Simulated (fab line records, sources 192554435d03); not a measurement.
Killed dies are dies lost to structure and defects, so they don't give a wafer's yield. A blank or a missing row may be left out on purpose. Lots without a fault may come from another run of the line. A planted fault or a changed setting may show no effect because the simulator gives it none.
fab line records | flow n5_finfet
record lots=8 wafers=24 last_day=19
route steps=1938 shown BEOL_M1@773 BEOL_M4@1111 PASSIVATION@1936
lots that met no fault: from a run of the same line without faults
start_h: hours from the record's first day to the start of the lot's first wafer shown | wait_h: hours since the lot's step before | " the same as in the row above | L1.1+2: a row that stands for several wafers | - no value, or no start given | * or withheld: withheld | < > ~ a bound
route shown NAME@n: a module of which the file shows steps, and the number in the route of the first | usual: mean/standard deviation of fault-free wafers | same: alike in all rows | chamber/n: place in a boat | sites: the reading at each site | _std_site: their standard deviation | _edge_site: outer sites' mean less inner sites' | radius_mm: how far each site lies from the wafer's centre | mask NAME#n: copy n | behind: the tool/chamber that last shaped the wafer | hold: why the lot was held/for how many hours/how that ended | device: the transistor (n, p or np) that didn't switch | end of line: the same wafers' tests at the end of the route | a step without rows: its recipe alone | killed: dies lost to structure and defects at the first sort, not the wafer's yield | map: a wafer's dies, x killed, . not, _ none there
set.NAME: the setting as run; set.NAME@STEP: as run at that earlier step | model.NAME: the simulator's own value behind a step, which no gauge read
steps of the route over a sample of lots; a table a step, a row a wafer
services: from which hour (start_h, from the record's first day; less than 0 if before it) a tool's chamber was out of use, for how many hours, and why
## steps
# step N5_BEOL_M1_STRIP_66
# recipe chemistry=CF4 resist=SiARC power_w=300 bias_power_w=75 pressure_mtorr=50 cf4_flow_sccm=150 rf_frequency_hz=6e+07
# usual bias_power_w=75.02/0.21 drypump_motor_current_A=5.5/0.5 oes_product_au=0.79/0.076 rf_vpp_V=271.8/1.6 showerhead_plenum_p_Torr=1.83/0.068 throttle_valve_pct=13.67/0.2
# columns lot.wafer tool chamber start_h wait_h bias_power_w drypump_motor_current_A oes_product_au rf_hours_counter_h rf_vpp_V showerhead_plenum_p_Torr throttle_valve_pct
L717.1 rie_diel-03 1 125.07 0.0 74.99 6.0 0.74 140 270.9 1.81 13.78
L717.3 " 3 " " 74.83 6.3 0.68 241 270.5 1.77 14.11
L717.5 " 3 " " 75.23 6.3 0.68 - 270.8 1.77 14.11
L718.2 rie_diel-05 3 128.70 0.0 75.43 6.1 0.91 15 270.9 1.77 13.19
L718.4 " 3 " " 75.04 6.1 0.90 - 271.0 1.77 13.21
L718.6 " 0 " " 74.94 5.8 0.84 - 273.7 1.91 13.50
L719.1 rie_diel-03 3 136.45 0.0 74.71 6.3 0.68 244 270.8 1.76 14.12
L719.4 " 0 " " 75.06 4.9 0.77 144 268.4 1.71 13.79
L719.6 " 1 " " 75.28 6.0 0.73 - 272.4 1.81 13.80
L720.1 rie_diel-05 3 139.86 0.0 75.41 6.1 0.89 19 270.5 1.77 13.22
L720.4 " 0 " " 74.92 5.8 0.84 53 274.7 1.91 13.50
L720.6 " 3 " " 75.34 6.1 0.90 - 271.0 1.77 13.24
L726.2 rie_diel-05 0 176.77 0.0 75.03 5.8 0.82 65 273.6 1.90 13.54
L726.4 " 1 " " 75.15 5.6 0.83 57 272.5 1.91 13.76
L726.6 " 1 " " 75.24 5.6 0.84 - 273.2 1.91 13.73
L734.2 rie_diel-03 3 227.64 0.0 74.97 6.3 0.92 19 271.2 1.76 13.61
L734.5 " 1 " " 74.98 6.0 0.71 - 271.7 1.80 13.90
L734.6 " 3 " " 74.69 6.3 0.91 - 272.2 1.76 13.59
L739.1 rie_diel-05 1 254.97 0.0 74.90 5.6 0.81 76 272.7 1.90 13.80
L739.2 " 0 " " 74.81 5.8 0.80 86 272.5 1.90 13.59
L739.5 " 1 " " 75.04 5.6 0.80 - 272.4 1.90 13.79
L740.3 rie_diel-04 3 264.76 0.0 75.07 4.9 0.73 188 271.0 1.84 13.75
L740.4 " 1 " " 75.05 4.9 0.73 180 271.2 1.86 13.99
L740.5 " 0 " " 74.69 5.3 0.71 - 271.2 1.79 13.48
# step N5_BEOL_M1_DESCUM_33
# recipe chemistry=O2 time_s=7 source_power_w=50 bias_power_w=20 pressure_mtorr=20 rf_frequency_hz=2.712e+07 temp_c=40 resist=CAR-EUV o2_flow_sccm=225
# usual bias_power_w=20.00/0.059 drypump_motor_current_A=5.5/0.51 oes_product_au=0.80/0.084 rf_vpp_V=243.6/1.5 showerhead_plenum_p_Torr=2.13/0.08 temp_c=39.99/0.12 throttle_valve_pct=20.51/0.2
# columns lot.wafer tool chamber start_h wait_h bias_power_w drypump_motor_current_A oes_product_au rf_hours_counter_h rf_vpp_V showerhead_plenum_p_Torr temp_c throttle_valve_pct
L717.1 rie_diel-03 0 125.86 0.0 19.98 4.9 0.78 141 240.0 2.02 40.02 20.76
L717.3 " 1 " " 20.06 6.1 0.75 140 244.6 2.10 40.10 20.64
L717.5 " 0 " " 19.90 4.9 0.78 - 241.5 2.02 39.95 20.74
L718.2 rie_diel-05 1 129.63 0.0 19.91 5.6 0.86 41 244.7 2.23 39.97 20.59
L718.4 " 0 " " 20.10 5.8 0.85 - 244.9 2.24 39.88 20.44
L718.6 " 1 " " 19.94 5.6 0.86 - 244.6 2.23 39.96 20.61
L719.1 rie_diel-03 2 137.26 0.0 20.03 6.2 0.72 218 244.1 2.16 40.09 20.57
L719.4 " 3 " " 19.96 6.3 0.69 245 243.5 2.07 40.08 21.00
L719.6 " 2 " " 20.09 6.1 0.71 - 244.9 2.16 40.06 20.56
L720.1 rie_diel-05 2 140.65 0.0 19.99 5.0 0.99 2 244.9 2.24 40.02 20.53
L720.4 " 3 " " 20.02 6.1 0.92 19 242.1 2.06 39.97 20.19
L720.6 " 3 " " 19.98 6.2 0.91 - 241.8 2.06 39.98 20.19
L726.2 rie_diel-05 2 177.79 0.3 20.10 5.0 0.93 17 244.7 2.23 40.04 20.54
L726.4 " 0 " " 20.10 5.8 0.85 66 246.5 2.23 40.03 20.44
L726.6 " 0 " " 20.05 5.8 0.84 - 245.0 2.23 40.07 20.45
L734.2 rie_diel-04 2 228.44 0.0 20.08 5.1 0.71 205 240.4 1.99 40.34 20.45
L734.5 " 0 " " 20.00 5.3 0.73 - 243.7 2.09 39.87 20.23
L734.6 " 3 " " 20.00 4.9 0.74 - 244.7 2.15 39.96 20.50
L739.1 rie_diel-03 0 255.71 0.1 20.04 4.9 0.74 182 241.8 2.01 40.04 20.80
L739.2 " 3 " " 20.01 6.3 0.91 28 243.5 2.06 39.93 20.65
L739.5 " 1 " " 20.04 6.0 0.70 - 242.8 2.09 40.09 20.70
L740.3 rie_diel-05 1 265.60 0.0 19.97 5.6 0.81 80 243.7 2.22 40.05 20.64
L740.4 " 2 " " 20.00 5.0 0.90 39 245.0 2.22 39.76 20.58
L740.5 " 2 " " 19.95 5.0 0.90 - 245.0 2.22 39.94 20.58
# step N5_BEOL_M1_ETCHBACK_99
# recipe chemistry=CHF3 target=SiO2 target_depth_a=50 time_s=10.4 source_w=215 bias_w=47 Ar_flow_sccm=200 CHF3_flow_sccm=12 ion_energy_ev=100 pressure_mtorr=30
# usual bias_w=47.01/0.14 drypump_motor_current_A=5.6/0.53 oes_ar_750_au=0.80/0.085 oes_product_au=0.80/0.091 rf_vpp_V=242/3.9 showerhead_plenum_p_Torr=2.17/0.079 throttle_valve_pct=17.14/0.25
# columns lot.wafer tool chamber start_h wait_h bias_w drypump_motor_current_A oes_ar_750_au oes_product_au rf_hours_counter_h rf_vpp_V showerhead_plenum_p_Torr throttle_valve_pct
L717.1 rie_diel-03 2 127.63 1.2 46.71 6.1 0.71 0.71 215 247 2.21 17.11
L717.3 " 1 " " 47.07 6.0 0.75 0.74 140 236 2.15 17.21
L717.5 " 3 " " 47.13 6.3 0.69 0.68 - 237 2.14 17.72
L718.2 rie_diel-03 0 138.97 8.8 47.05 4.9 0.78 0.78 144 240 2.06 17.30
L718.4 " 3 " " 47.03 6.3 0.69 0.69 245 238 2.14 17.71
L718.6 " 2 " " 47.06 6.1 0.71 0.72 - 247 2.21 17.13
L719.1 rie_diel-04 0 138.98 1.5 47.05 5.3 0.74 0.75 139 246 2.15 16.81
L719.4 " 3 " " 47.37 4.9 0.74 0.75 157 246 2.23 17.18
L719.6 " 2 " " 47.05 5.1 0.73 0.72 - 235 2.05 17.10
L720.1 rie_diel-03 1 142.61 1.8 47.24 6.0 0.73 0.75 144 239 2.15 17.21
L720.4 " 3 " " 46.98 6.3 0.69 0.70 246 236 2.14 17.72
L720.6 " 2 " " 46.78 6.1 0.72 0.72 - 247 2.21 17.13
L726.2 rie_diel-03 0 181.08 3.1 46.66 4.9 0.76 0.76 158 243 2.06 17.33
L726.4 " 2 " " 46.83 6.1 0.70 0.70 236 247 2.20 17.15
L726.6 " 3 " " 47.00 6.3 1.00 1.00 - 237 2.14 17.26
L734.2 rie_diel-03 3 234.28 5.2 46.88 6.3 0.92 0.92 22 238 2.13 17.31
L734.5 " 3 " " 46.90 6.3 0.92 0.92 - 236 2.13 17.29
L734.6 " 2 " " 46.96 6.1 0.99 1.01 - 246 2.20 16.65
L739.1 rie_diel-03 3 268.84 12.9 46.91 6.3 0.89 0.90 32 237 2.13 17.31
L739.2 " 1 " " 46.96 6.0 0.70 0.70 192 238 2.13 17.30
L739.5 " 3 " " 46.95 6.3 0.90 0.90 - 238 2.13 17.30
L740.3 rie_diel-03 1 274.86 9.1 46.88 6.0 0.70 0.70 194 238 2.13 17.30
L740.4 " 3 " " 47.01 6.3 0.89 0.90 34 237 2.13 17.33
L740.5 " 0 " " 47.06 4.9 0.74 0.74 - 240 2.05 17.37
# step N5_BEOL_M1_TRENCH_ETCH_37
# recipe chemistry=C4F6/O2 target_depth_a=552.07 target=SiOC time_s=29 ion_energy_ev=250 pressure_mtorr=30 source_w=355 bias_w=185 Ar_flow_sccm=300 C4F6_flow_sccm=10 O2_flow_sccm=10
# usual bias_w=185.0/0.56 drypump_motor_current_A=5.6/0.53 oes_ar_750_au=0.79/0.084 oes_product_au=0.80/0.09 rf_vpp_V=668/10 run_length_s=52.6/0.39 showerhead_plenum_p_Torr=2.87/0.1 throttle_valve_pct=20.93/0.27
# columns lot.wafer tool chamber start_h wait_h bias_w drypump_motor_current_A oes_ar_750_au oes_product_au rf_hours_counter_h rf_vpp_V run_length_s showerhead_plenum_p_Torr throttle_valve_pct
L717.1 rie_diel-03 2 127.87 - 185.3 6.2 0.71 0.72 215 685 52.8 2.92 20.85
L717.3 " 1 " " 185.8 6.0 0.74 0.74 140 660 53.0 2.85 20.98
L717.5 " 3 " " 184.2 6.3 0.69 0.69 - 656 52.7 2.83 21.53
L718.2 rie_diel-03 0 139.20 - 185.3 4.9 0.77 0.79 144 668 52.0 2.73 21.11
L718.4 " 3 " " 184.6 6.3 0.69 0.69 245 655 52.6 2.83 21.52
L718.6 " 2 " " 185.2 6.1 0.71 0.72 - 683 52.4 2.92 20.86
L719.1 rie_diel-04 0 139.22 - 184.7 5.4 0.74 0.76 139 679 52.8 2.84 20.53
L719.4 " 3 " " 186.2 4.9 0.75 0.75 158 681 52.2 2.94 20.95
L719.6 " 2 " " 184.8 5.1 0.73 0.72 - 651 52.8 2.72 20.83
L720.1 rie_diel-03 1 142.84 - 185.2 6.1 0.73 0.73 144 660 53.2 2.85 21.00
L720.4 " 3 " " - 6.3 0.69 0.69 246 657 51.1 2.83 21.52
L720.6 " 2 " " 185.0 6.1 0.71 0.72 - 683 52.6 2.92 20.84
L726.2 rie_diel-03 0 181.32 - 186.0 4.9 0.76 0.77 158 667 52.1 2.73 21.13
L726.4 " 2 " " - 6.1 0.70 0.70 236 682 51.0 2.91 20.89
L726.6 " 3 " " 184.6 6.3 0.98 0.99 - 656 52.6 2.83 21.17
L734.2 rie_diel-03 3 234.51 - 185.5 6.3 0.92 0.92 22 656 53.0 2.82 21.19
L734.5 " 3 " " 185.2 6.3 0.92 0.92 - 657 52.6 2.82 21.19
L734.6 " 2 " " 184.9 6.1 0.98 1.02 - 684 52.6 2.91 20.44
L739.1 rie_diel-03 3 269.08 - 185.1 6.3 0.90 0.91 32 654 52.6 2.82 21.21
L739.2 " 1 " " 185.0 6.0 0.71 0.70 192 658 52.9 2.82 21.07
L739.5 " 3 " " 185.0 6.3 0.90 0.91 - 656 53.0 2.82 21.20
L740.3 rie_diel-03 1 275.10 - 185.4 6.0 0.69 0.69 194 659 52.6 2.82 21.07
L740.4 " 3 " " 185.7 6.3 0.89 0.89 34 655 52.9 2.81 21.21
L740.5 " 0 " " 185.3 4.9 0.74 0.73 - 668 52.6 2.71 21.18
# step N5_BEOL_M1_OCD_MEAS_38
# usual trench_depth_nm=55.3/0.95
# columns lot.wafer tool chamber start_h wait_h trench_depth_nm
L717.1 ocd-01 - 128.02 - 55.5
L717.3 " - " " 55.5
L717.5 " - " " 55.0
L718.2 ocd-01 - 139.36 - 56.1
L718.4 " - " " 55.4
L718.6 " - " " 56.4
L719.1 ocd-01 - 139.38 - 54.9
L719.4 " - " " 54.5
L719.6 " - " " 55.3
L720.1 ocd-02 - 143.00 - 54.4
L720.4 " - " " 52.1
L720.6 " - " " 55.8
L726.2 ocd-01 - 181.47 - 54.9
L726.4 " - " " 51.8
L726.6 " - " " 55.0
L734.2 ocd-01 - 234.67 - 55.4
L734.5 " - " " 55.9
L734.6 " - " " 57.8
L739.1 ocd-01 - 269.23 - 55.9
L739.2 " - " " 55.0
L739.5 " - " " 55.7
L740.3 ocd-02 - 275.26 - 53.5
L740.4 " - " " 55.1
L740.5 " - " " 54.4
# step N5_BEOL_M4_RC_MEAS_101
# usual DIBL_N=36.5/1.9 DIBL_P=36.7/2.1 IOFF_N=0.17/0.035 IOFF_P=0.22/0.042 ION_N=676/10 ION_P=462/8.1 SS_N=71.5/0.72 SS_P=73.4/0.7 VT_N=249/3.1 VT_P=-250/3.9
# columns lot.wafer tool chamber start_h wait_h DIBL_N[mV/V] DIBL_P[mV/V] IOFF_N[nA/um] IOFF_P[nA/um] ION_N[uA/um] ION_P[uA/um] SS_N[mV/dec] SS_P[mV/dec] VT_N[mV] VT_P[mV]
L717.1 prober-01 0 163.60 0.0 34.5 32.9 0.12 0.18 675 460 70.9 72.8 253 -251
L717.3 " 0 " " 34.9 34.7 0.14 0.21 687 476 71.1 73.2 248 -250
L717.5 " 0 " " 33.1 31.6 0.10 0.16 660 457 70.9 72.6 257 -252
L720.1 prober-01 0 178.29 0.0 36.3 35.7 0.14 0.21 661 463 71.8 73.8 254 -250
L720.4 " 0 " " 37.0 36.7 0.15 0.22 686 474 72.2 73.3 251 -247
L720.6 " 0 " " 40.5 41.0 0.23 0.31 699 475 72.5 74.9 247 -246
L718.2 prober-02 0 180.98 0.2 38.3 40.1 0.21 0.31 678 466 72.6 74.4 250 -246
L718.4 " 0 " " 38.4 40.2 0.22 0.31 695 481 71.9 74.1 245 -244
L718.6 " 0 " " 36.6 36.9 0.18 0.25 681 471 72.8 73.3 249 -246
L719.1 prober-01 0 181.00 0.0 35.3 36.5 0.14 0.18 674 456 71.3 74.1 251 -257
L719.4 " 0 " " 35.1 36.3 0.14 0.17 673 456 72.2 72.9 249 -256
L719.6 " 0 " " 35.1 36.6 0.15 0.18 679 458 71.7 73.7 249 -257
L726.2 prober-01 0 230.44 0.2 36.7 37.1 0.16 0.21 675 461 72.2 73.9 250 -251
L726.4 " 0 " " 38.7 39.7 0.20 0.26 681 468 72.9 74.5 247 -246
L726.6 " 0 " " 34.5 34.2 0.11 0.17 657 457 70.7 72.2 252 -253
L734.2 prober-02 0 279.71 0.2 37.5 37.4 0.20 0.29 689 478 72.3 73.8 245 -241
L734.5 " 0 " " 37.1 37.9 0.20 0.31 698 489 71.0 74.6 245 -242
L734.6 " 0 " " 35.9 35.3 0.16 0.25 681 477 70.9 74.0 250 -244
L739.1 prober-02 0 324.73 0.0 36.1 34.6 0.13 0.18 657 454 71.0 72.7 252 -253
L739.2 " 0 " " 35.7 35.6 0.14 0.19 662 455 71.3 73.0 252 -253
L739.5 " 0 " " 38.8 38.9 0.19 0.25 676 463 71.8 73.1 246 -247
L740.3 prober-01 0 348.43 0.3 35.8 36.4 0.18 0.24 683 470 71.4 73.4 247 -247
L740.4 " 0 " " 37.7 38.7 0.19 0.26 674 460 72.8 73.5 246 -248
L740.5 " 0 " " 35.5 36.3 0.16 0.23 682 472 71.3 73.2 249 -247
# step N5_PASSIVATION_PROBE_49
# usual defect_limited_yield=91.4/1.5 killed_at_M0_to_M3=35/12 killed_at_M4_up=13/5.8 killed_at_contacts=12/5.5 killed_at_front_end=36/9.9 killed_at_other=4/3.7 killed_dies=101/18 killed_open=66/13 killed_short=33/8 sort_bin_5_function=5.0/1 sort_bin_6_memory=3.2/0.67 sort_n_pass=1079/18 sort_yield_pct=91.4/1.5
# same gross_dies=1180 killed_at_back_side=0 sort_bin_4_leakage[%]=0 sort_bin_8_speed[%]=0
# columns lot.wafer tool chamber start_h wait_h defect_limited_yield[%] killed_at_M0_to_M3 killed_at_M4_up killed_at_contacts killed_at_front_end killed_at_other killed_dies killed_open killed_short sort_bin_5_function[%] sort_bin_6_memory[%] sort_n_pass sort_yield_pct[%]
L734.2 prober-01 - 380.66 0.1 89.7 52 11 11 41 6 121 79 40 5.8 4.0 1059 89.7
L734.5 prober-01 - 380.81 0.2 89.9 50 17 18 27 7 119 85 33 6.3 3.7 1061 89.9
L734.6 prober-01 - 380.86 0.3 87.7 60 17 34 26 8 145 88 53 7.1 4.7 1035 87.7
# killed by level:class
L734.2 BEOL_M3:geometric_particle:open=12 STI_FIN_REVEAL:geometric_particle:open=10 BEOL_M0_SAQP:geometric_particle:open=10 DUMMY_GATE:geometric_particle:open=9 MOL_CONTACT_COAG:geometric_particle:open=8 BEOL_M0_SAQP:geometric_particle:short=8 BEOL_M8:geometric_particle:open=7 BEOL_M2:geometric_particle:open=7
L734.5 MOL_CONTACT_COAG:geometric_particle:open=16 BEOL_M2:geometric_particle:open=13 BEOL_M0_SAQP:geometric_particle:open=12 FIN_SAQP:geometric_particle:open=8 BEOL_M4:geometric_particle:open=8 BEOL_M3:geometric_particle:open=7 BEOL_M1:geometric_particle:short=5 BEOL_M0_SAQP:geometric_particle:short=4
L734.6 MOL_CONTACT_COAG:geometric_particle:open=26 BEOL_M1:geometric_particle:short=14 BEOL_M2:geometric_particle:open=10 GATE_CUT:geometric_particle:short=10 BEOL_M0_SAQP:geometric_particle:open=9 BEOL_M4:geometric_particle:open=9 MOL_CONTACT_COAG:geometric_particle:short=7 BEOL_M0_SAQP:geometric_particle:short=7
## services
# columns tool chamber start_h hours kind
rie_diel-05 2 111.70 7.9 repair
rie_diel-05 2 119.65 - clean
rie_diel-05 2 119.65 - consumable_replace:focus_ring
rie_diel-05 2 119.65 - consumable_replace:showerhead
rie_diel-05 2 119.65 15.2 scheduled_down
rie_diel-05 2 119.65 15.2 vent_cycle
rie_diel-05 - 147.63 0.9 repair
rie_diel-03 3 153.55 - clean
rie_diel-03 3 153.55 - consumable_replace:focus_ring
rie_diel-03 3 153.55 24.3 scheduled_down
rie_diel-03 3 153.55 24.3 vent_cycle
rie_diel-03 0 154.99 7.7 repair
rie_diel-04 - 174.46 15.6 pm
rie_diel-05 2 179.59 5.7 repair
rie_diel-05 1 184.83 6.6 repair
rie_diel-03 0 196.77 6.4 repair
rie_diel-04 3 200.90 12.8 repair
rie_diel-04 2 216.19 9.9 repair
rie_diel-03 2 216.52 - clean
rie_diel-03 2 216.52 - consumable_replace:focus_ring
rie_diel-03 2 216.52 17.4 scheduled_down
rie_diel-03 2 216.52 17.4 vent_cycle
rie_diel-05 3 251.62 3.5 repair
rie_diel-03 - 253.91 0.7 repair
## key
first_sign step=N5_BEOL_M1_TRENCH_ETCH_37 reading=run_length_s direction=down sigmas=4 usual=* struck=*
effect step=N5_BEOL_M1_OCD_MEAS_38 reading=trench_depth_nm direction=down sigmas=3.6 usual=55.3 struck=51.9
met_at N5_BEOL_M1_TRENCH_ETCH_37
struck_lots L720,L726
struck_wafers L720.4,L726.4
not_acting_at N5_BEOL_M1_STRIP_66,N5_BEOL_M1_DESCUM_33,N5_BEOL_M1_ETCHBACK_99
onset_between 139.20 142.84
fault kind=process_parameter_drift tool=rie_diel-03 chamber=- onset_h=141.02 steps=N5_BEOL_M1_TRENCH_ETCH_37 channel=time_s offset=* shape=step end_h=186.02 scope=struck_wafers_only acts_in=* stated=*
